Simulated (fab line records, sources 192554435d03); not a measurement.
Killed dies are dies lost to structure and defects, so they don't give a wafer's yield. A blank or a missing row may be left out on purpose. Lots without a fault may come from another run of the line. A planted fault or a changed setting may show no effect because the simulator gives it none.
Chamber matching | flow n5_finfet | N5_BEOL_M0_SAQP_ETCH_88 on rie_diel-01: 4 sister chambers
The step etches underlayer in N2/H2, target depth 6.5 nm, time 5.2 s. 4 wafers are shown with their chamber, then 7 later ones without.

WAFERS WITH THEIR CHAMBER
wafer  | chamber | drypump_motor_current_A (A)
L083.4 | 3       | 4.9
L086.2 | 2       | 6.3
L087.2 | 0       | 6.0
L087.5 | 1       | 5.8

WAFERS WITHOUT THEIR CHAMBER
wafer  | drypump_motor_current_A (A)
L087.6 | 6.0
L090.1 | 5.8
L090.3 | 4.9
L090.6 | 6.4
L092.1 | 6.4
L092.4 | 6.4
L092.6 | 5.8

WHICH CHAMBER EACH WENT THROUGH
wafer  | from the rows above | in truth
L087.6 | 0                   | 0
L090.1 | 1                   | 1
L090.3 | 3                   | 3
L090.6 | 2                   | 2
L092.1 | 2                   | 2
L092.4 | 2                   | 2
L092.6 | 1                   | 1
Placed correctly: 7 of 7. Can't be placed from these rows: 0. Placed wrongly: 0.
How it was worked out, from the rows above alone: a wafer's distance from a chamber is the root of the sum, over the readings, of the square of ((its reading less the chamber's mean) divided by the reading's scatter). The wafer belongs to the nearest chamber; if the next one is less than 2 further off, it can't be placed. A chamber's mean is the mean of its shown wafers. The scatter: with one shown wafer a chamber, the root of the mean of the squares of how far each hidden wafer lies from its nearest shown one.
